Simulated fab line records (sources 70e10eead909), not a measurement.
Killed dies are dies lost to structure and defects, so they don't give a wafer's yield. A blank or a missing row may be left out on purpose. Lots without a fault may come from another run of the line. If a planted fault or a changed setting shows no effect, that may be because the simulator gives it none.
Matching of chambers / flow nandHarc / 3 sister chambers for NHARC_A_STAIRCASE_DEP_471 on pecvd-03
The step deposits SiO2, target thk 100 nm. 3 wafers are shown with their chamber, then 9 later ones without.

WAFERS, EACH WITH ITS CHAMBER
wafer=L080.5; chamber=0; throttleValvePct (%)=15.5
wafer=L084.3; chamber=1; throttleValvePct (%)=16.0
wafer=L084.6; chamber=2; throttleValvePct (%)=16.5

WAFERS WHOSE CHAMBER IS MISSING
wafer=L091.1; throttleValvePct (%)=16.1
wafer=L091.2; throttleValvePct (%)=15.9
wafer=L091.3; throttleValvePct (%)=14.9
wafer=L096.2; throttleValvePct (%)=16.0
wafer=L096.3; throttleValvePct (%)=16.4
wafer=L096.4; throttleValvePct (%)=16.0
wafer=L095.3; throttleValvePct (%)=15.0
wafer=L095.5; throttleValvePct (%)=16.1
wafer=L095.6; throttleValvePct (%)=15.1

EACH ONE'S CHAMBER
wafer=L091.1; from the rows above=can't be placed: 1 or 2 or 0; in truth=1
wafer=L091.2; from the rows above=can't be placed: 1 or 0 or 2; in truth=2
wafer=L091.3; from the rows above=can't be placed: 0 or 1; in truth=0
wafer=L096.2; from the rows above=can't be placed: 1 or 0 or 2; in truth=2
wafer=L096.3; from the rows above=can't be placed: 2 or 1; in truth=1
wafer=L096.4; from the rows above=can't be placed: 1 or 0 or 2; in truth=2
wafer=L095.3; from the rows above=can't be placed: 0 or 1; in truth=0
wafer=L095.5; from the rows above=can't be placed: 1 or 2 or 0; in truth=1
wafer=L095.6; from the rows above=can't be placed: 0 or 1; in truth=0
Correct placement for 0 of the 9. Not placeable from these rows: 9 (in 9, the candidates include the true chamber). Placed wrongly: 0.
How it was worked out, from the rows above alone: a wafer's distance from a chamber is the root of the sum, over the readings, of the square of ((its reading less the chamber's mean) divided by the reading's scatter). If the next closest chamber is less than 2 further off than the closest, the wafer can't be placed; otherwise it belongs to the closest. For every chamber, the mean is computed from those of its wafers that are shown. The scatter: root of mean squared gap, hidden wafer to nearest shown wafer, with one shown wafer a chamber.
